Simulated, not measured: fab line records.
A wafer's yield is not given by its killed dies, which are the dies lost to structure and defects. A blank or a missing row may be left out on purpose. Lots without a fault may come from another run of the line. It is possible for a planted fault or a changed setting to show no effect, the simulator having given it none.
fab line records + flow nand_harc
record
- lots=12
- wafers=36
- last_day=24
route steps=1159 shown P_GATE@131 END@1159
lots with no fault: from the same line, run without faults
start_h: the number of hours between the record's first day and the start of the first shown wafer of the lot + wait_h: time in hours since the lot's previous step + " as in the row above + L1.1+2: one row covering several wafers at once + - no value, or no start given + * or withheld: withheld + < > ~ a bound
route shown NAME@n: a module of which the file shows steps, and the number in the route of the first + usual: mean/standard deviation of fault-free wafers + same: alike in all rows + chamber/n: place in a boat + sites: readings site by site + _std_site: their standard deviation + _edge_site: inner sites' mean taken away from outer sites' mean + radius_mm: how far each site lies from the wafer's centre + mask NAME#n: copy n + behind: the tool/chamber that last shaped the wafer + hold: reason for holding the lot/hours on hold/outcome of the hold + device: the transistor (n, p or np) that didn't switch + end of line: tests run on the same wafers once the route is complete + a step given without rows: its recipe and nothing more + killed: at the first sort, the dies lost to defects and structure; wafer yield is something else + map: the dies of a wafer, with x for killed, . for not killed, _ for no die there
set.NAME: the setting as run; set.NAME@STEP: as run at that earlier step + model.NAME: the simulator's own value behind a step, which no gauge read
a sample of lots followed through the steps of the route, with each step as a table and each wafer as a row
services: the hour from which a tool's chamber was out of use, counted from the record's first day as start_h (under 0 if before that day), plus the number of hours and why
## steps
# step NHARC_P_GATE_HM_DEP_102
# recipe
- target_thk_a=1200
- temp_c=400
- material=aC
# usual
- susceptor_temp_C=400.01/0.22
- throttle_valve_pct=34.999/0.0088
| lot.wafer | tool       | chamber | start_h | wait_h | susceptor_temp_C | throttle_valve_pct |
|-----------|------------|---------|---------|--------|------------------|--------------------|
| L745.3    | acl_dep-02 | 0       | 90.51   | 0.7    | 399.90           | 35.003             |
| L745.5    | "          | 0       | "       | "      | 399.99           | 35.017             |
| L745.6    | "          | 0       | "       | "      | 400.05           | 35.004             |
| L747.1    | acl_dep-01 | 0       | 105.14  | 0.4    | 400.24           | 34.992             |
| L747.3    | "          | 0       | "       | "      | 399.81           | 35.002             |
| L747.5    | "          | 0       | "       | "      | 399.84           | 34.991             |
| L746.1    | acl_dep-01 | 0       | 105.79  | 1.0    | 400.17           | 35.011             |
| L746.4    | "          | 0       | "       | "      | 399.86           | 35.013             |
| L746.6    | "          | 0       | "       | "      | 400.17           | 35.004             |
| L748.2    | acl_dep-01 | 0       | 109.58  | 0.5    | 399.97           | 35.010             |
| L748.5    | "          | 0       | "       | "      | 399.80           | 34.990             |
| L748.6    | "          | 0       | "       | "      | 400.47           | 35.005             |
| L757.4    | acl_dep-01 | 0       | 163.68  | 0.9    | 400.21           | 34.997             |
| L757.5    | "          | 0       | "       | "      | 399.69           | 34.990             |
| L757.6    | "          | 0       | "       | "      | 400.05           | 35.009             |
| L759.1    | acl_dep-01 | 0       | 183.85  | 2.7    | 400.25           | 34.990             |
| L759.3    | "          | 0       | "       | "      | 399.96           | 34.994             |
| L759.6    | "          | 0       | "       | "      | 400.00           | 35.007             |
| L760.2    | acl_dep-01 | 0       | 184.60  | 3.5    | 399.97           | 34.998             |
| L760.4    | "          | 0       | "       | "      | 400.18           | 34.997             |
| L760.5    | "          | 0       | "       | "      | 400.40           | 34.988             |
| L761.2    | acl_dep-02 | 0       | 188.97  | 2.0    | 400.57           | 35.003             |
| L761.4    | "          | 0       | "       | "      | 400.19           | 35.011             |
| L761.6    | "          | 0       | "       | "      | 400.32           | 35.013             |
| L762.2    | acl_dep-03 | 0       | 199.20  | 2.1    | 399.63           | 35.003             |
| L762.3    | "          | 0       | "       | "      | 399.59           | 34.978             |
| L762.6    | "          | 0       | "       | "      | 399.73           | 34.984             |
| L764.1    | acl_dep-03 | 0       | 206.88  | 0.4    | 400.21           | 35.001             |
| L764.4    | "          | 0       | "       | "      | 400.13           | 35.000             |
| L764.6    | "          | 0       | "       | "      | 400.15           | 34.986             |
| L765.2    | acl_dep-01 | 0       | 211.86  | 0.5    | -                | 35.007             |
| L765.4    | "          | 0       | "       | "      | -                | 35.002             |
| L765.6    | "          | 0       | "       | "      | -                | 34.989             |
| L766.2    | acl_dep-02 | 0       | 222.23  | 1.1    | 399.88           | 34.989             |
| L766.3    | "          | 0       | "       | "      | 399.73           | 34.988             |
| L766.5    | "          | 0       | "       | "      | 399.93           | 34.998             |
# step NHARC_P_GATE_EXPOSE_23
# recipe
- na=1.35
- target_cd_nm=120
- dose_mj=93.91
- mask_id=P_GATE
# usual
- focus_offset_nm=0.0/0.46
| lot.wafer | tool            | chamber | start_h | wait_h | mask        | focus_offset_nm |
|-----------|-----------------|---------|---------|--------|-------------|-----------------|
| L745.3    | arfi_scanner-02 | 0       | 91.39   | -      | P_GATE#0    | 0.5             |
| L745.5    | "               | 0       | "       | "      | P_GATE#0    | 0.7             |
| L745.6    | "               | 0       | "       | "      | P_GATE#0    | 0.1             |
| L747.1    | arfi_scanner-02 | 0       | 106.22  | -      | P_GATE#0    | 0.2             |
| L747.3    | "               | 0       | "       | "      | P_GATE#0    | -0.5            |
| L747.5    | "               | 0       | "       | "      | P_GATE#0    | -0.1            |
| L746.1    | arfi_scanner-02 | 0       | 106.95  | -      | P_GATE#0    | 0.9             |
| L746.4    | "               | 0       | "       | "      | P_GATE#0    | -0.3            |
| L746.6    | "               | 0       | "       | "      | P_GATE#0    | 0.4             |
| L748.2    | arfi_scanner-02 | 0       | 110.66  | -      | P_GATE_R1#0 | -0.6            |
| L748.5    | "               | 0       | "       | "      | P_GATE_R1#0 | -0.4            |
| L748.6    | "               | 0       | "       | "      | P_GATE_R1#0 | -0.4            |
| L757.4    | arfi_scanner-03 | 0       | 164.45  | -      | P_GATE#0    | -1.1            |
| L757.5    | "               | 0       | "       | "      | P_GATE#0    | -0.1            |
| L757.6    | "               | 0       | "       | "      | P_GATE#0    | -0.9            |
| L759.1    | arfi_scanner-01 | 0       | 185.05  | -      | P_GATE#0    | 0.2             |
| L759.3    | "               | 0       | "       | "      | P_GATE#0    | -0.3            |
| L759.6    | "               | 0       | "       | "      | P_GATE#0    | -0.2            |
| L760.2    | arfi_scanner-01 | 0       | 185.68  | -      | P_GATE#0    | -0.1            |
| L760.4    | "               | 0       | "       | "      | P_GATE#0    | -0.2            |
| L760.5    | "               | 0       | "       | "      | P_GATE#0    | -0.3            |
| L761.2    | arfi_scanner-02 | 0       | 190.10  | -      | P_GATE#0    | 0.5             |
| L761.4    | "               | 0       | "       | "      | P_GATE#0    | 0.2             |
| L761.6    | "               | 0       | "       | "      | P_GATE#0    | 0.7             |
| L762.2    | arfi_scanner-01 | 0       | 200.33  | -      | P_GATE#0    | -0.6            |
| L762.3    | "               | 0       | "       | "      | P_GATE#0    | -0.2            |
| L762.6    | "               | 0       | "       | "      | P_GATE#0    | -0.3            |
| L764.1    | arfi_scanner-03 | 0       | 208.10  | -      | P_GATE#0    | 0.3             |
| L764.4    | "               | 0       | "       | "      | P_GATE#0    | 0.1             |
| L764.6    | "               | 0       | "       | "      | P_GATE#0    | -0.1            |
| L765.2    | arfi_scanner-01 | 0       | 212.96  | -      | P_GATE#0    | 0.2             |
| L765.4    | "               | 0       | "       | "      | P_GATE#0    | 0.0             |
| L765.6    | "               | 0       | "       | "      | P_GATE#0    | 0.0             |
| L766.2    | arfi_scanner-03 | 0       | 223.22  | -      | P_GATE#0    | 0.7             |
| L766.3    | "               | 0       | "       | "      | P_GATE#0    | -0.2            |
| L766.5    | "               | 0       | "       | "      | P_GATE#0    | 0.2             |
# step NHARC_P_GATE_CD_MEAS_26
# recipe
- target_cd_nm=120
- landing_energy_ev=500
# usual
- cd_nm=119.9/0.53
| lot.wafer | tool      | chamber | start_h | wait_h | cd_nm |
|-----------|-----------|---------|---------|--------|-------|
| L745.3    | cd_sem-01 | 0       | 91.52   | -      | 120.7 |
| L745.5    | "         | 0       | "       | "      | 120.4 |
| L745.6    | "         | 0       | "       | "      | 120.4 |
| L747.1    | cd_sem-01 | 0       | 106.36  | -      | 119.8 |
| L747.3    | "         | 0       | "       | "      | 120.6 |
| L747.5    | "         | 0       | "       | "      | 120.6 |
| L746.1    | cd_sem-01 | 0       | 107.09  | -      | 118.9 |
| L746.4    | "         | 0       | "       | "      | 119.3 |
| L746.6    | "         | 0       | "       | "      | 119.5 |
| L748.2    | cd_sem-01 | 0       | 110.80  | -      | 115.6 |
| L748.5    | "         | 0       | "       | "      | 116.0 |
| L748.6    | "         | 0       | "       | "      | 115.5 |
| L757.4    | cd_sem-03 | 0       | 164.59  | -      | 120.5 |
| L757.5    | "         | 0       | "       | "      | 119.9 |
| L757.6    | "         | 0       | "       | "      | 120.8 |
| L759.1    | cd_sem-03 | 0       | 185.19  | -      | 120.6 |
| L759.3    | "         | 0       | "       | "      | 120.1 |
| L759.6    | "         | 0       | "       | "      | 120.4 |
| L760.2    | cd_sem-01 | 0       | 185.82  | -      | 119.0 |
| L760.4    | "         | 0       | "       | "      | 118.9 |
| L760.5    | "         | 0       | "       | "      | 119.1 |
| L761.2    | cd_sem-02 | 0       | 190.24  | -      | 120.2 |
| L761.4    | "         | 0       | "       | "      | 120.6 |
| L761.6    | "         | 0       | "       | "      | 120.1 |
| L762.2    | cd_sem-03 | 0       | 200.47  | -      | 119.6 |
| L762.3    | "         | 0       | "       | "      | 119.6 |
| L762.6    | "         | 0       | "       | "      | 120.1 |
| L764.1    | cd_sem-02 | 0       | 208.24  | -      | 119.7 |
| L764.4    | "         | 0       | "       | "      | 120.0 |
| L764.6    | "         | 0       | "       | "      | 120.0 |
| L765.2    | cd_sem-02 | 0       | 213.09  | -      | 119.7 |
| L765.4    | "         | 0       | "       | "      | 120.1 |
| L765.6    | "         | 0       | "       | "      | 120.1 |
| L766.2    | cd_sem-02 | 0       | 223.36  | -      | 120.2 |
| L766.3    | "         | 0       | "       | "      | 119.8 |
| L766.5    | "         | 0       | "       | "      | 120.1 |
# step NHARC_P_GATE_ETCH_104
# recipe
- target_depth_a=600
- time_s=withheld
- cf4_flow_sccm=100
- chf3_flow_sccm=30
- ar_flow_sccm=0
- rf_w=500
- bias_w=200
- chemistry=CF4/CHF3
# usual
- drypump_motor_current_A=5.7/0.36
- oes_product_au=0.940/0.021
- rf_vpp_V=371.8/2.1
- showerhead_plenum_p_Torr=1.61/0.062
- throttle_valve_pct=16.802/0.0096
| lot.wafer | tool        | chamber | start_h | wait_h | drypump_motor_current_A | oes_product_au | rf_vpp_V | showerhead_plenum_p_Torr | throttle_valve_pct |
|-----------|-------------|---------|---------|--------|-------------------------|----------------|----------|--------------------------|--------------------|
| L745.3    | rie_diel-11 | 2       | 91.79   | 0.1    | 6.0                     | 0.982          | 373.8    | 1.70                     | 16.807             |
| L745.6    | "           | 1       | "       | "      | 5.5                     | 0.921          | 371.9    | 1.62                     | 16.807             |
| L745.5    | "           | 2       | "       | "      | 6.1                     | 0.978          | 374.3    | 1.70                     | 16.804             |
| L747.1    | rie_diel-03 | 0       | 106.63  | 0.1    | 5.4                     | 0.923          | 368.3    | 1.49                     | 16.814             |
| L747.3    | "           | 2       | "       | "      | 5.4                     | 0.914          | 372.9    | 1.64                     | 16.794             |
| L747.5    | "           | 0       | "       | "      | 5.4                     | 0.935          | 368.6    | 1.50                     | 16.805             |
| L746.4    | rie_diel-11 | 2       | 107.36  | 0.1    | 6.0                     | 0.978          | 375.7    | 1.69                     | 16.810             |
| L746.1    | "           | 0       | "       | "      | 5.3                     | 0.957          | 371.3    | 1.58                     | 16.809             |
| L746.6    | "           | 2       | "       | "      | 6.1                     | 0.975          | 375.0    | 1.69                     | 16.799             |
| L748.2    | rie_diel-03 | 1       | 111.07  | 0.1    | 5.6                     | 0.920          | 373.2    | 1.68                     | 16.794             |
| L748.5    | "           | 0       | "       | "      | 5.4                     | 0.926          | 367.7    | 1.50                     | 16.795             |
| L748.6    | "           | 1       | "       | "      | 5.5                     | 0.915          | 374.0    | 1.68                     | 16.797             |
| L757.5    | rie_diel-03 | 1       | 164.90  | 0.1    | 5.5                     | 0.934          | 373.8    | 1.68                     | 16.802             |
| L757.6    | "           | 2       | "       | "      | 5.4                     | 0.936          | 373.1    | 1.64                     | 16.804             |
| L757.4    | "           | 0       | "       | "      | 5.4                     | 0.940          | 368.1    | 1.49                     | 16.789             |
| L759.1    | rie_diel-03 | 3       | 185.46  | 0.1    | 6.3                     | 0.968          | 373.3    | 1.63                     | 16.776             |
| L759.3    | "           | 0       | "       | "      | 5.4                     | 0.917          | 368.4    | 1.49                     | 16.803             |
| L759.6    | "           | 0       | "       | "      | 5.4                     | 0.920          | 368.5    | 1.49                     | 16.815             |
| L760.4    | rie_diel-03 | 2       | 186.08  | 0.1    | 5.4                     | 0.912          | 372.1    | 1.64                     | 16.806             |
| L760.2    | "           | 0       | "       | "      | 5.4                     | 0.922          | 368.9    | 1.49                     | 16.804             |
| L760.5    | "           | 3       | "       | "      | 6.4                     | 0.973          | 371.3    | 1.63                     | 16.799             |
| L761.4    | rie_diel-03 | 2       | 190.52  | 0.1    | 5.4                     | 0.955          | 373.4    | 1.63                     | 16.806             |
| L761.2    | "           | 3       | "       | "      | 6.3                     | 0.961          | 373.1    | 1.63                     | 16.801             |
| L761.6    | "           | 2       | "       | "      | 5.4                     | 0.940          | 372.2    | 1.63                     | 16.783             |
| L762.3    | rie_diel-04 | 1       | 201.00  | 0.3    | 5.0                     | 0.948          | 370.1    | 1.56                     | 16.793             |
| L762.2    | "           | 3       | "       | "      | 6.2                     | 0.941          | 370.8    | 1.59                     | 16.806             |
| L762.6    | "           | 3       | "       | "      | 6.1                     | 0.942          | 371.6    | 1.59                     | 16.804             |
| L764.4    | rie_diel-03 | 1       | 208.65  | 0.1    | 5.5                     | 0.924          | 373.6    | 1.68                     | 16.802             |
| L764.1    | "           | 3       | "       | "      | 6.3                     | 0.920          | 372.3    | 1.63                     | 16.804             |
| L764.6    | "           | 2       | "       | "      | 5.4                     | 0.919          | 374.3    | 1.63                     | 16.791             |
| L765.4    | rie_diel-04 | 0       | 213.43  | 0.1    | 5.9                     | 0.928          | 372.5    | 1.62                     | 16.812             |
| L765.2    | "           | 3       | "       | "      | 6.2                     | 0.915          | 370.5    | 1.59                     | 16.789             |
| L765.6    | "           | 0       | "       | "      | 6.0                     | 0.923          | 371.4    | 1.62                     | 16.790             |
| L766.3    | rie_diel-04 | 3       | 223.64  | 0.1    | 6.2                     | 0.952          | 371.7    | 1.59                     | 16.807             |
| L766.2    | "           | 0       | "       | "      | 6.0                     | 0.965          | 372.4    | 1.62                     | 16.786             |
| L766.5    | "           | 1       | "       | "      | 5.0                     | 0.946          | 369.9    | 1.56                     | 16.813             |
# step NHARC_P_GATE_CD_MEAS_33
# usual
- cd_nm=120.7/1.9
| lot.wafer | tool      | chamber | start_h | wait_h | cd_nm |
|-----------|-----------|---------|---------|--------|-------|
| L745.3    | cd_sem-02 | -       | 92.59   | -      | 120.5 |
| L745.5    | "         | -       | "       | "      | 119.2 |
| L745.6    | "         | -       | "       | "      | 121.3 |
| L747.1    | cd_sem-03 | -       | 107.35  | -      | 121.8 |
| L747.3    | "         | -       | "       | "      | 120.7 |
| L747.5    | "         | -       | "       | "      | 123.5 |
| L746.1    | cd_sem-03 | -       | 108.07  | -      | 119.9 |
| L746.4    | "         | -       | "       | "      | 122.1 |
| L746.6    | "         | -       | "       | "      | 119.7 |
| L748.2    | cd_sem-01 | -       | 111.79  | -      | 116.2 |
| L748.5    | "         | -       | "       | "      | 116.7 |
| L748.6    | "         | -       | "       | "      | 116.4 |
| L757.4    | cd_sem-01 | -       | 166.30  | 0.1    | 115.7 |
| L757.5    | "         | -       | "       | "      | 119.7 |
| L757.6    | "         | -       | "       | "      | 119.2 |
| L759.1    | cd_sem-01 | -       | 186.18  | -      | 122.7 |
| L759.3    | "         | -       | "       | "      | 121.1 |
| L759.6    | "         | -       | "       | "      | 121.2 |
| L760.2    | cd_sem-02 | -       | 186.80  | -      | 119.7 |
| L760.4    | "         | -       | "       | "      | 119.1 |
| L760.5    | "         | -       | "       | "      | 122.2 |
| L761.2    | cd_sem-02 | -       | 191.23  | -      | 122.9 |
| L761.4    | "         | -       | "       | "      | 122.7 |
| L761.6    | "         | -       | "       | "      | 119.7 |
| L762.2    | cd_sem-02 | -       | 202.10  | 0.1    | 121.0 |
| L762.3    | "         | -       | "       | "      | 121.4 |
| L762.6    | "         | -       | "       | "      | 122.3 |
| L764.1    | cd_sem-03 | -       | 209.75  | -      | 123.0 |
| L764.4    | "         | -       | "       | "      | 117.5 |
| L764.6    | "         | -       | "       | "      | 122.2 |
| L765.2    | cd_sem-03 | -       | 214.30  | -      | 122.1 |
| L765.4    | "         | -       | "       | "      | 122.7 |
| L765.6    | "         | -       | "       | "      | 122.7 |
| L766.2    | cd_sem-02 | -       | 224.42  | -      | 120.4 |
| L766.3    | "         | -       | "       | "      | 122.8 |
| L766.5    | "         | -       | "       | "      | 120.8 |
# step NHARC_END_SORT_01
# recipe
- temp_c=25
# usual
- killed_at_array=25/9.8
- killed_at_other=0.8/1.1
- killed_at_periphery=3.3/2.1
- killed_dies=29/10
- killed_open=3.3/1.8
- killed_short=1.9/1.4
# same
- gross_dies=677
| lot.wafer | tool      | chamber | start_h | wait_h | killed_at_array | killed_at_other | killed_at_periphery | killed_dies | killed_open | killed_short |
|-----------|-----------|---------|---------|--------|-----------------|-----------------|---------------------|-------------|-------------|--------------|
| L748.2    | prober-01 | 0       | 455.51  | 2.8    | 24              | 1               | 5                   | 30          | 3           | 0            |
| L748.5    | prober-01 | 0       | 457.88  | 3.7    | 29              | 2               | 2                   | 33          | 1           | 2            |
| L748.6    | prober-01 | 0       | 458.67  | 4.0    | 25              | 1               | 3                   | 29          | 1           | 1            |
| L760.2    | prober-02 | 0       | 549.06  | 2.8    | 40              | 0               | 7                   | 47          | 3           | 4            |
| L760.4    | prober-02 | 0       | 550.64  | 3.4    | 39              | 0               | 5                   | 44          | 3           | 4            |
| L760.5    | prober-02 | 0       | 551.42  | 3.7    | 36              | 0               | 1                   | 37          | 3           | 1            |
| L761.2    | prober-01 | 0       | 564.54  | 2.8    | 17              | 2               | 5                   | 24          | 5           | 1            |
| L761.4    | prober-01 | 0       | 566.14  | 3.4    | 19              | 1               | 0                   | 20          | 2           | 2            |
| L761.6    | prober-01 | 0       | 567.75  | 4.0    | 18              | 1               | 3                   | 22          | 4           | 1            |
| L764.1    | prober-02 | 0       | 573.05  | 2.5    | 41              | 0               | 6                   | 47          | 3           | 2            |
| L764.4    | prober-02 | 0       | 575.41  | 3.4    | 39              | 0               | 9                   | 48          | 4           | 1            |
| L764.6    | prober-02 | 0       | 576.99  | 3.9    | 35              | 0               | 6                   | 41          | 3           | 0            |
# killed by level:class
L748.2 A_CHANNEL_HOLE_D1:chamber_film_flake=12 A_SLIT:chamber_film_flake=8 P_GATE:chamber_film_flake=3 P_STI:geometric_particle:open=1 A_SGD_CUT:geometric_particle:open=1 A_WL_FILL:geometric_particle:open=1 P_ZERO_WELL:chamber_film_flake=1 A_STAIRCASE:chamber_film_flake=1
L748.5 A_CHANNEL_HOLE_D1:chamber_film_flake=14 A_SLIT:chamber_film_flake=8 A_STAIRCASE:chamber_film_flake=2 A_WL_FILL:chamber_film_flake=2 THIN_TSV:chamber_film_flake=2 A_CHANNEL_FILL_D1:geometric_particle:short=1 A_CONTACT:geometric_particle:open=1 A_M0:geometric_particle:short=1
L748.6 A_SLIT:chamber_film_flake=12 A_CHANNEL_HOLE_D1:chamber_film_flake=7 A_STAIRCASE:chamber_film_flake=2 A_CONTACT:chamber_film_flake=2 P_CONTACT:geometric_particle:short=1 A_SOURCE_PLATE:geometric_particle:open=1 P_ZERO_WELL:chamber_film_flake=1 P_GATE:chamber_film_flake=1
L760.2 A_CHANNEL_HOLE_D1:chamber_film_flake=20 A_SLIT:chamber_film_flake=12 A_STAIRCASE:chamber_film_flake=4 P_GATE:chamber_film_flake=3 A_ONON_D1:geometric_particle:short=2 A_M0:geometric_particle:open=2 P_CONTACT:geometric_particle:open=1 P_M0:geometric_particle:short=1
L760.4 A_CHANNEL_HOLE_D1:chamber_film_flake=18 A_SLIT:chamber_film_flake=10 A_CONTACT:geometric_particle:open=3 P_STI:chamber_film_flake=3 A_CONTACT:chamber_film_flake=3 A_STAIRCASE:chamber_film_flake=2 P_M0:geometric_particle:short=1 A_CHANNEL_HOLE_D1:geometric_particle:short=1
L760.5 A_SLIT:chamber_film_flake=16 A_CHANNEL_HOLE_D1:chamber_film_flake=14 A_CONTACT:chamber_film_flake=2 P_CONTACT:geometric_particle:short=1 A_CONTACT:geometric_particle:open=1 A_BLC:geometric_particle:open=1 A_M0:geometric_particle:open=1 A_STAIRCASE:chamber_film_flake=1
L761.2 A_CHANNEL_HOLE_D1:chamber_film_flake=4 A_CONTACT:chamber_film_flake=4 A_STAIRCASE:chamber_film_flake=3 A_CONTACT:geometric_particle:open=2 P_GATE:chamber_film_flake=2 THIN_TSV:chamber_film_flake=2 P_GATE:geometric_particle:open=1 P_M0:geometric_particle:open=1
L761.4 A_CHANNEL_HOLE_D1:chamber_film_flake=6 A_STAIRCASE:chamber_film_flake=5 A_CONTACT:chamber_film_flake=4 A_CHANNEL_FILL_D1:geometric_particle:short=1 A_CONTACT:geometric_particle:short=1 A_CONTACT:geometric_particle:open=1 A_BLC:geometric_particle:open=1 THIN_TSV:chamber_film_flake=1
L761.6 A_CONTACT:chamber_film_flake=7 A_STAIRCASE:chamber_film_flake=5 A_CHANNEL_HOLE_D1:chamber_film_flake=3 A_ONON_D1:geometric_particle:open=2 P_STI:geometric_particle:short=1 P_M0:geometric_particle:open=1 A_M0:geometric_particle:open=1 P_M1:chamber_film_flake=1
L764.1 A_CHANNEL_HOLE_D1:chamber_film_flake=19 A_SLIT:chamber_film_flake=11 P_M1:chamber_film_flake=4 A_CONTACT:chamber_film_flake=2 A_CHANNEL_FILL_D1:chamber_film_flake=2 P_GATE:geometric_particle:open=1 A_SOURCE_PLATE:geometric_particle:short=1 A_ONON_D1:geometric_particle:short=1
L764.4 A_SLIT:chamber_film_flake=20 A_CHANNEL_HOLE_D1:chamber_film_flake=11 P_M1:chamber_film_flake=5 P_GATE:chamber_film_flake=3 A_BLC:geometric_particle:open=2 A_CONTACT:geometric_particle:short=1 A_M0:geometric_particle:open=1 A_M1:geometric_particle:open=1
L764.6 A_CHANNEL_HOLE_D1:chamber_film_flake=18 A_SLIT:chamber_film_flake=9 P_M1:chamber_film_flake=4 P_GATE:chamber_film_flake=2 A_BLC:chamber_film_flake=2 A_ONON_D1:geometric_particle:open=1 A_WL_FILL:geometric_particle:open=1 A_M0:geometric_particle:open=1
## services
| tool            | chamber | start_h | hours | kind   |
|-----------------|---------|---------|-------|--------|
| rie_diel-11     | 2       | 70.58   | 11.4  | repair |
| rie_diel-03     | 0       | 71.80   | -     | clean  |
| rie_diel-03     | 1       | 71.80   | -     | clean  |
| rie_diel-03     | 2       | 71.80   | -     | clean  |
| rie_diel-03     | 3       | 71.80   | -     | clean  |
| arfi_scanner-02 | -       | 84.02   | 4.0   | pm     |
| rie_diel-03     | -       | 94.39   | 0.5   | repair |
| rie_diel-03     | 0       | 96.30   | -     | clean  |
| rie_diel-03     | 1       | 96.30   | -     | clean  |
| rie_diel-04     | -       | 112.04  | 9.0   | pm     |
| acl_dep-01      | -       | 112.58  | 13.0  | pm     |
| rie_diel-11     | 1       | 139.63  | 2.1   | repair |
| arfi_scanner-03 | -       | 140.00  | 4.0   | pm     |
| acl_dep-02      | -       | 141.14  | 0.4   | repair |
| arfi_scanner-02 | -       | 143.43  | 1.0   | repair |
| arfi_scanner-02 | -       | 151.51  | 0.7   | repair |
| arfi_scanner-01 | -       | 163.51  | 14.6  | repair |
| rie_diel-03     | -       | 166.74  | 1.7   | repair |
| acl_dep-02      | -       | 168.86  | 13.0  | pm     |
| rie_diel-11     | -       | 189.59  | 9.0   | pm     |
| arfi_scanner-01 | -       | 196.00  | 4.0   | pm     |
| rie_diel-04     | 2       | 196.01  | 14.9  | repair |
| rie_diel-03     | -       | 215.33  | 9.0   | pm     |
| arfi_scanner-01 | -       | 221.23  | 2.7   | repair |
## key
first_sign
- step=NHARC_P_GATE_EXPOSE_23
- reading=mask
- direction=changed
effect
- step=NHARC_P_GATE_CD_MEAS_26
- reading=cd_nm
- direction=down
- sigmas=8
- usual=119.9
- struck=115.7
effect
- step=NHARC_P_GATE_CD_MEAS_33
- reading=cd_nm
- direction=down
- sigmas=2.2
- usual=120.7
- struck=116.4
met_at NHARC_P_GATE_EXPOSE_23
struck_lots L748
tester_left_out L748
not_acting_at NHARC_P_GATE_HM_DEP_102,NHARC_P_GATE_ETCH_104,NHARC_P_GATE_CD_MEAS_33
onset_between 106.95 110.66
fault
- kind=wrong_mask
- tool=any
- chamber=-
- onset_h=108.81
- steps=NHARC_P_GATE_EXPOSE_23
- aux_copy=P_GATE_R1#0
- cd_offset_nm=-3.5933
- scope=struck_lots_only
# tester_left_out: of these lots the tester's yield and bins aren't shown, on N5 and GAA mostly nor the transistor test; their killed dies are dies lost to structure and defects alone, not to doping, threshold or leakage, so they don't give the yield
